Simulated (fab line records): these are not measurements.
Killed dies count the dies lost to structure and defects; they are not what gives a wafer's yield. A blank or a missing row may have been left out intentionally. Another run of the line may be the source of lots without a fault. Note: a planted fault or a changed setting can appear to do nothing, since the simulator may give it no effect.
Struck lot and sound lot, side by side / flow nand-harc / 14 out of 1302 route steps
Sound: these wafers, L612.2, L612.4, L612.6. Struck: wafers L610.2, L610.3, L610.6. The cause comes at the end.
Order at every step that has rows: each side's tool, ch and its chambers, its first start. Under that, the readings that differ: sound wafers / struck wafers / difference of the means / sigmas: that difference in standard deviations of wafers without a fault.
alike: words and numbers the same on both sides, and readings whose means are apart by under 2 such deviations; not compared: readings that were withheld, readings missing a value for some wafer, numbers with overlapping values and no deviation given by the record, and bounds like >300 which may hide the same value.
Wherever a step has rows on one side only, a row that says differs or no value, or a row with sigmas, the two part there. Numbers that have no deviation but don't overlap get no sigmas and don't part them. A reading that every wafer of one side lacks parts them only if that side has two wafers or more.

NHARC_A_STAIRCASE_TRIM_222: chemistry O2, time 211.2 s.
  sound: rie-diel-06 ch 1,2,3; struck: rie-diel-06 ch 1,3
  alike: chamber-pressure-mTorr, drypump-motor-current-A, oes-product-au, rf-vpp-V, showerhead-plenum-p-Torr, throttle-valve-pct
  not compared: rf-hours-counter-h
NHARC_A_STAIRCASE_ETCH_223: etches the open film in C4F8/O2, target depth 100 nm, time 40.5 s.
  sound: rie-diel-06 ch 2,3; struck: rie-diel-06 ch 0,2,3
  alike: bias-w, chamber-pressure-mTorr, oes-product-au, rf-vpp-V
  not compared: rf-hours-counter-h
NHARC_A_STAIRCASE_TRIM_224: chemistry O2, time 211.2 s.
  sound: rie-diel-06 ch 1,2,3; struck: rie-diel-06 ch 0,1
  alike: chamber-pressure-mTorr, drypump-motor-current-A, oes-product-au, rf-vpp-V, showerhead-plenum-p-Torr, throttle-valve-pct
  not compared: rf-hours-counter-h
then, 4 steps without rows for these wafers: NHARC_A_STAIRCASE_ETCH_225 (etches the open film in C4F8/O2, target depth 100 nm, time 40.5 s); NHARC_A_STAIRCASE_TRIM_226 (chemistry O2, time 211.2 s); NHARC_A_STAIRCASE_ETCH_227 (etches the open film in C4F8/O2, target depth 100 nm, time 40.5 s); NHARC_A_STAIRCASE_TRIM_229 (chemistry O2, time 211.2 s).
NHARC_A_STAIRCASE_ETCH_230: etches the open film in C4F8/O2, target depth 100 nm, time 40.5 s.
  sound: rie-diel-06 ch 1,2,3; struck: rie-diel-06 ch 0,1,2
  alike: bias-w, chamber-pressure-mTorr, oes-product-au, rf-vpp-V
  not compared: rf-hours-counter-h
NHARC_A_STAIRCASE_TRIM_231: chemistry O2, time 211.2 s.
  sound: rie-diel-06 ch 0,3; struck: rie-diel-06 ch 0,1,3
  alike: chamber-pressure-mTorr, drypump-motor-current-A, oes-product-au, rf-vpp-V, showerhead-plenum-p-Torr, throttle-valve-pct
  not compared: rf-hours-counter-h
then, 2 steps without rows for these wafers: NHARC_A_STAIRCASE_ETCH_232 (etches the open film in C4F8/O2, target depth 100 nm, time 40.5 s); NHARC_A_STAIRCASE_TRIM_233 (chemistry O2, time 211.2 s).
NHARC_A_STAIRCASE_ETCH_234: etches the open film in C4F8/O2, target depth 100 nm, time 40.5 s.
  sound on rie-diel-06 ch 1,2,3, day 24 19:55; struck on rie-diel-06 ch 1,3, day 24 14:26
  no value came back on the struck wafers for bias-w (W), chamber-pressure-mTorr (mTorr), oes-product-au (a.u.), rf-vpp-V (V); on the sound wafers bias-w (W) reads 999.0 1001.5 998.0
  not compared: rf-hours-counter-h
then, 1 step without rows for these wafers: NHARC_A_STAIRCASE_TRIM_235 (chemistry O2, time 211.2 s).
-- jump in the record: it breaks off in module A_STAIRCASE and resumes in module END (first step shown: number 1302 of the route), and 9 days separate the struck wafers' starts before and after --
NHARC_END_SORT_01:
  sound on prober-02 ch 0, day 33 09:23; struck on prober-02 ch 0, day 33 23:01
reading=killed-at-array; sound=22 27 19; struck=673 676 674; difference=+652; sigmas=+30
reading=killed-dies; sound=24 30 20; struck=677 677 677; difference=+652; sigmas=+30
  alike: killed-at-other, killed-at-periphery, killed-open, killed-short

WHERE THEY PART
First at NHARC_A_STAIRCASE_ETCH_234; last, within this record, at NHARC_END_SORT_01.

WHY: what the simulator had put in
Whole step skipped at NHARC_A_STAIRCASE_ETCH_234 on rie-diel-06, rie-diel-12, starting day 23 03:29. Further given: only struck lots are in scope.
